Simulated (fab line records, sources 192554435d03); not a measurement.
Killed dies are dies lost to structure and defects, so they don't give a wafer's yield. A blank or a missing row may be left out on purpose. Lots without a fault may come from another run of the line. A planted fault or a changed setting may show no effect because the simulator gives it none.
fab line records | flow n5_finfet
record lots=4 wafers=12 last_day=19
route steps=1938 shown DUMMY_GATE@225 BEOL_M4@1111 PASSIVATION@1936
lots that met no fault: from a run of the same line without faults
start_h: hours from the record's first day to the start of the lot's first wafer shown | wait_h: hours since the lot's step before | " the same as in the row above | L1.1+2: a row that stands for several wafers | - no value, or no start given | * or withheld: withheld | < > ~ a bound
route shown NAME@n: a module of which the file shows steps, and the number in the route of the first | usual: mean/standard deviation of fault-free wafers | same: alike in all rows | chamber/n: place in a boat | sites: the reading at each site | _std_site: their standard deviation | _edge_site: outer sites' mean less inner sites' | radius_mm: how far each site lies from the wafer's centre | mask NAME#n: copy n | behind: the tool/chamber that last shaped the wafer | hold: why the lot was held/for how many hours/how that ended | device: the transistor (n, p or np) that didn't switch | end of line: the same wafers' tests at the end of the route | a step without rows: its recipe alone | killed: dies lost to structure and defects at the first sort, not the wafer's yield | map: a wafer's dies, x killed, . not, _ none there
set.NAME: the setting as run; set.NAME@STEP: as run at that earlier step | model.NAME: the simulator's own value behind a step, which no gauge read
lots at some steps of the route; a table a step, a row a wafer
services: from which hour (start_h, from the record's first day; less than 0 if before it) a tool's chamber was out of use, for how many hours, and why
## steps
# step N5_DUMMY_GATE_COAT_09
# recipe resist=CAR-EUV spin_rpm=1500 resist_thk_nm=30
# step N5_DUMMY_GATE_EBR_11
# recipe solvent=PGMEA ebr_width_mm=1.5
# step N5_DUMMY_GATE_SOFTBAKE_10
# recipe temp_c=110 time_s=60 resist=CAR-EUV
# step N5_DUMMY_GATE_EXPOSE_12
# recipe mask_id=GATE na=0.33 source_shape=annular sigma_inner=0.2 sigma_outer=0.6 polarization=unpolarized target_cd_nm=25 dose_mj=34
# step N5_DUMMY_GATE_PEB_13
# recipe peb_temp_c=100 peb_time_s=60 resist=CAR-EUV
# step N5_DUMMY_GATE_DEVELOP_14
# recipe develop_time_s=30 developer=TMAH resist=CAR-EUV rinse_liquid=surfactant_rinse dry=air_spin dev_temp_c=23
# step N5_DUMMY_GATE_DESCUM_20
# recipe chemistry=O2 time_s=6.2 source_power_w=50 bias_power_w=20 pressure_mtorr=20 rf_frequency_hz=2.712e+07 temp_c=40 resist=CAR-EUV o2_flow_sccm=225
# step N5_DUMMY_GATE_ETCH_29
# recipe chemistry=N2/H2 target=underlayer target_depth_a=130 ion_energy_ev=200 pressure_mtorr=30 source_w=840 bias_w=150 n2_flow_sccm=200 h2_flow_sccm=200
# step N5_DUMMY_GATE_ETCH_36
# recipe chemistry=CF4 target=SiARC target_depth_a=130 pressure_mtorr=40 source_w=545 bias_w=36 Ar_flow_sccm=100 cf4_flow_sccm=100 ion_energy_ev=80
# step N5_DUMMY_GATE_ETCH_37
# recipe chemistry=N2/H2 target=SOC target_depth_a=600 overetch_a=300 temp_c=40 ion_energy_ev=200 pressure_mtorr=30 source_w=840 bias_w=150 n2_flow_sccm=200 h2_flow_sccm=200
# usual drypump_motor_current_A=5.7/0.53 oes_product_au=0.64/0.056 rf_fwd_power_W=831/4.2 rf_vpp_V=524.0/2.4 showerhead_plenum_p_Torr=2.55/0.081 throttle_valve_pct=17.79/0.26
# columns lot.wafer tool chamber start_h wait_h drypump_motor_current_A oes_product_au rf_fwd_power_W rf_hours_counter_h rf_vpp_V showerhead_plenum_p_Torr throttle_valve_pct model.SiARC_of_DUMMY_GATE_COAT_35.thk_nm
L366.1 rie_diel-01 0 95.73 0.0 6.1 0.58 838 150 524.6 2.55 17.95 5
L366.2 " 1 " " 5.8 0.59 831 168 520.5 2.44 17.95 4.8
L366.4 " 3 " " 6.3 0.74 830 13 522.2 2.48 17.30 4.8
L376.2 rie_diel-01 1 154.31 0.0 5.8 0.58 632 182 570.6 2.44 17.99 5.6
L376.4 " 0 " " 6.0 0.56 626 166 573.2 2.54 18.00 5.8
L376.6 " 3 " " 6.2 0.71 635 - 571.0 2.47 17.33 5.6
L378.3 rie_diel-01 3 167.54 0.0 6.3 0.70 630 36 571.3 2.47 17.32 5.6
L378.4 " 2 " " 5.9 0.63 624 95 577.6 2.67 17.73 5.8
L378.6 " 2 " " 5.8 0.63 626 - 576.5 2.67 17.74 5.8
L380.1 rie_diel-03 2 180.08 0.0 5.1 0.63 832 89 523.7 2.58 17.84 5
L380.4 " 1 " " 5.0 0.64 832 95 520.1 2.46 18.04 4.8
L380.5 " 2 " " 5.1 0.63 833 - 524.8 2.58 17.83 5
# step N5_DUMMY_GATE_STRIP_38
# recipe chemistry=N2/H2 temp_c=40 n2_flow_sccm=200 h2_flow_sccm=200 rf_frequency_hz=6e+07
# step N5_DUMMY_GATE_STRIP_39
# recipe chemistry=N2/H2 temp_c=40 n2_flow_sccm=200 h2_flow_sccm=200 rf_frequency_hz=6e+07
# step N5_DUMMY_GATE_TRIM_49
# recipe chemistry=O2 resist=SOC time_s=29 target_cd_nm=14 source_power_w=300 bias_power_w=0 O2_flow_sccm=100 temp_c=20
# usual drypump_motor_current_A=6.0/0.46 oes_product_au=1.001/0.016 throttle_valve_pct=8.19/0.11
# columns lot.wafer tool chamber start_h wait_h drypump_motor_current_A oes_product_au rf_hours_counter_h throttle_valve_pct model.DUMMY_GATE.cd_nm
L366.1 rie_si-01 2 95.81 0.0 6.3 0.990 45 8.20 14
L366.2 " 0 " " 6.5 0.991 195 8.33 13.8
L366.4 " 3 " " 5.7 0.980 90 8.15 13.8
L376.2 rie_si-01 3 154.39 0.0 5.7 0.981 92 8.14 13.8
L376.4 " 1 " " 4.9 0.993 148 7.88 14.2
L376.6 " 1 " " 4.9 0.996 - 7.89 14
L378.3 rie_si-04 0 167.62 0.0 6.1 1.034 41 8.24 14
L378.4 " 2 " " 6.4 1.023 2 8.27 13.8
L378.6 " 1 " " 5.9 0.999 - 8.12 13.8
L380.1 rie_si-01 1 180.16 0.0 4.9 0.998 149 7.91 13.8
L380.4 " 0 " " 6.4 0.994 0 8.07 13.8
L380.5 " 2 " " 6.3 0.980 - 8.21 13.8
# step N5_DUMMY_GATE_STRIP_40
# recipe chemistry=CF4 resist=SiARC power_w=300 bias_power_w=75 pressure_mtorr=50 cf4_flow_sccm=150 rf_frequency_hz=6e+07
# step N5_DUMMY_GATE_ETCH_31
# recipe chemistry=C4F6/O2 target=SiO2 mask_material=SOC target_depth_a=825 time_s=27.5 ion_energy_ev=250 pressure_mtorr=30 source_w=345 bias_w=185 Ar_flow_sccm=300 C4F6_flow_sccm=10 O2_flow_sccm=10
# step N5_DUMMY_GATE_STRIP_41
# recipe chemistry=O2 power_w=400 temp_c=40 pressure_mtorr=30 rf_frequency_hz=6e+07 bias_power_w=0 overash_fraction=0.3 o2_flow_sccm=225
# step N5_DUMMY_GATE_HM_OPEN_21
# recipe chemistry=CH3F/O2 target=SiNx target_depth_a=1200 Ar_flow_sccm=150 CH3F_flow_sccm=30 O2_flow_sccm=23 time_s=171.4 pressure_mtorr=30 source_w=395 bias_w=73 ion_energy_ev=120.7
# step N5_DUMMY_GATE_ETCH_32
# recipe chemistry=CF4 target=SiO2 target_depth_a=35 time_s=3.9 ion_energy_ev=350 pressure_mtorr=10 icp_w=800 bias_w=400 cf4_flow_sccm=80
# step N5_DUMMY_GATE_ETCH_23
# recipe chemistry=HBr/Cl2/O2 HBr_flow_sccm=150 Cl2_flow_sccm=80 O2_flow_sccm=12 bias_w=102 target_depth_a=410 time_s=22.3 target=poly-Si mask_material=SiO2 pressure_mtorr=10 icp_w=800
# step N5_DUMMY_GATE_ETCH_44
# recipe chemistry=HBr/O2 over_etch_frac=0.7 target_depth_a=1275 stop_on=SiO2 ion_energy_ev=60 bias_w=20 target=poly-Si mask_material=SiO2 pressure_mtorr=20 icp_w=400 HBr_flow_sccm=120 O2_flow_sccm=10
# usual drypump_motor_current_A=5.9/0.55 oes_product_au=0.724/0.012 rf_fwd_power_W=397.6/1.2 throttle_valve_pct=18.52/0.21
# columns lot.wafer tool chamber start_h wait_h drypump_motor_current_A oes_product_au rf_fwd_power_W rf_hours_counter_h throttle_valve_pct model.DUMMY_GATE.cd_nm
L366.1 rie_si-04 2 96.39 0.0 6.4 0.736 396.3 1 18.52 15.2
L366.2 " 0 " " 6.2 0.751 396.4 39 18.72 14.8
L366.4 " 3 " " 6.0 0.717 397.4 125 18.48 14.8
L376.2 rie_si-03 3 155.19 0.0 6.4 0.726 400.7 100 18.85 15.2
L376.4 " 1 " " 6.6 0.735 397.0 72 18.72 15.2
L376.6 " 3 " " 6.4 0.722 397.7 - 18.87 15
L378.3 rie_si-03 3 168.39 0.0 6.4 0.724 398.7 100 18.89 15.4
L378.4 " 2 " " 5.7 0.719 396.2 184 18.24 14.8
L378.6 " 1 " " 6.6 0.720 396.9 - 18.70 14.8
L380.1 rie_si-03 3 180.72 0.0 6.5 0.727 398.9 100 18.87 14.8
L380.4 " 3 " " 6.5 0.728 398.1 - 18.89 15
L380.5 " 1 " " 6.5 0.733 397.4 - 18.69 14.4
# step N5_BEOL_M4_RC_MEAS_101
# usual DIBL_N=36.6/1.9 DIBL_P=36.7/2.2 IOFF_N=0.16/0.035 IOFF_P=0.22/0.038 ION_N=672/14 ION_P=462/8.3 SS_N=71.6/0.65 SS_P=73.5/0.72 VT_N=250/3.5 VT_P=-250/3.1
# columns lot.wafer tool chamber start_h wait_h DIBL_N[mV/V] DIBL_P[mV/V] IOFF_N[nA/um] IOFF_P[nA/um] ION_N[uA/um] ION_P[uA/um] SS_N[mV/dec] SS_P[mV/dec] VT_N[mV] VT_P[mV]
L366.1 prober-01 0 238.46 0.0 37.5 37.2 0.16 0.23 672 461 71.6 73.0 251 -250
L366.2 " 0 " " 34.7 34.3 0.12 0.17 664 463 71.3 72.4 255 -253
L366.4 " 0 " " 36.8 36.2 0.15 0.21 670 461 71.6 72.9 250 -251
L376.2 prober-02 0 301.75 0.2 34.7 33.5 0.13 0.16 672 460 70.9 72.8 254 -255
L376.4 " 0 " " 38.5 38.7 0.21 0.24 677 458 71.7 74.4 244 -249
L376.6 " 0 " " 36.9 35.9 0.17 0.19 694 467 71.6 73.8 248 -254
L378.3 prober-01 0 319.41 0.3 35.5 36.1 0.15 0.20 685 470 71.2 73.8 251 -250
L378.4 " 0 " " 37.0 36.8 0.15 0.21 661 456 71.8 73.9 253 -249
L378.6 " 0 " " 35.7 35.0 0.13 0.18 654 450 70.5 73.5 255 -251
L380.1 prober-02 0 319.66 0.0 36.6 36.0 0.16 0.23 682 472 71.7 72.4 248 -246
L380.4 " 0 " " 36.7 35.6 0.17 0.23 688 464 71.3 73.1 247 -248
L380.5 " 0 " " 37.7 38.1 0.19 0.28 692 478 71.9 73.1 246 -244
# step N5_PASSIVATION_PROBE_49
# usual defect_limited_yield=91.6/1.4 killed_at_M0_to_M3=35/10 killed_at_M4_up=13/4.8 killed_at_contacts=12/7.2 killed_at_front_end=36/12 killed_at_other=4/3.1 killed_dies=100/17 killed_open=66/13 killed_short=32/7.3 sort_bin_5_function=5.0/0.94 sort_bin_6_memory=3.1/0.67 sort_n_pass=1080/17 sort_yield_pct=91.6/1.4
# same gross_dies=1180 killed_at_back_side=0 sort_bin_4_leakage[%]=0 sort_bin_8_speed[%]=0
# columns lot.wafer tool chamber start_h wait_h defect_limited_yield[%] killed_at_M0_to_M3 killed_at_M4_up killed_at_contacts killed_at_front_end killed_at_other killed_dies killed_open killed_short sort_bin_5_function[%] sort_bin_6_memory[%] sort_n_pass sort_yield_pct[%]
L376.2 prober-02 - 428.03 0.1 91.9 47 14 5 28 1 95 67 27 4.8 3.1 1085 91.9
L376.4 prober-02 - 428.13 0.2 92.3 22 11 11 42 5 91 63 28 4.2 3.3 1089 92.3
L376.6 prober-02 - 428.23 0.3 91.9 44 16 8 25 3 96 71 24 5.0 3.0 1084 91.9
# killed by level:class
L376.2 BEOL_M2:geometric_particle:open=16 BEOL_M3:geometric_particle:open=12 BEOL_M0_SAQP:geometric_particle:short=7 STI_FIN_REVEAL:geometric_particle:open=6 GATE_CUT:geometric_particle:short=5 MOL_CONTACT_COAG:geometric_particle:open=5 BEOL_M0_SAQP:geometric_particle:open=4 BEOL_M5:geometric_particle:short=4
L376.4 STI_FIN_REVEAL:geometric_particle:open=16 MOL_CONTACT_COAG:geometric_particle:open=9 BEOL_M2:geometric_particle:open=6 STI_FIN_REVEAL:geometric_particle:short=5 BEOL_M0_SAQP:geometric_particle:open=5 FIN_SAQP:geometric_particle:open=4 GATE_CUT:geometric_particle:open=4 BEOL_M5:geometric_particle:open=4
L376.6 BEOL_M2:geometric_particle:open=16 BEOL_M0_SAQP:geometric_particle:open=7 BEOL_M3:geometric_particle:open=7 FIN_SAQP:geometric_particle:open=6 BEOL_M2:geometric_particle:short=6 MOL_CONTACT_COAG:geometric_particle:open=6 BEOL_M4:geometric_particle:open=6 STI_FIN_REVEAL:geometric_particle:open=5
## services
# columns tool chamber start_h hours kind
rie_diel-01 0 99.20 8.2 repair
rie_si-01 0 99.56 38.7 repair
rie_diel-03 0 99.56 - clean
rie_diel-03 0 99.56 - consumable_replace:focus_ring
rie_diel-03 0 99.56 32.6 scheduled_down
rie_diel-03 0 99.56 32.6 vent_cycle
rie_diel-01 1 103.86 16.6 repair
rie_si-03 2 120.54 1.2 repair
rie_si-01 0 138.26 - clean
rie_si-01 0 138.26 14.2 scheduled_down
rie_si-01 0 138.26 14.2 vent_cycle
rie_diel-03 - 143.10 1.2 repair
rie_diel-01 - 164.46 0.3 repair
rie_si-01 - 169.59 2.8 pm
rie_si-03 - 174.22 2.8 pm
## key
first_sign step=N5_DUMMY_GATE_ETCH_37 reading=rf_fwd_power_W direction=down sigmas=48 usual=* struck=*
effect step=N5_DUMMY_GATE_ETCH_37 reading=rf_vpp_V direction=up sigmas=21 usual=524.0 struck=573.4
model_effect step=N5_DUMMY_GATE_ETCH_37 value=SiARC_of_DUMMY_GATE_COAT_35.thk_nm without=4.967 struck=5.7
model_effect step=N5_DUMMY_GATE_TRIM_49 value=DUMMY_GATE.cd_nm without=13.4 struck=13.93
model_effect step=N5_DUMMY_GATE_ETCH_44 value=DUMMY_GATE.cd_nm without=14.53 struck=15.07
met_at N5_DUMMY_GATE_ETCH_37
struck_wafers L376.2,L376.4,L376.6,L378.3,L378.4,L378.6
onset_between 95.73 154.31
fault kind=process_parameter_drift tool=rie_diel-01 chamber=- onset_h=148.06 steps=N5_DUMMY_GATE_ETCH_37 channel=source_w offset=-201.6 shape=step end_h=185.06 acts_in=these_recipes_only stated=840
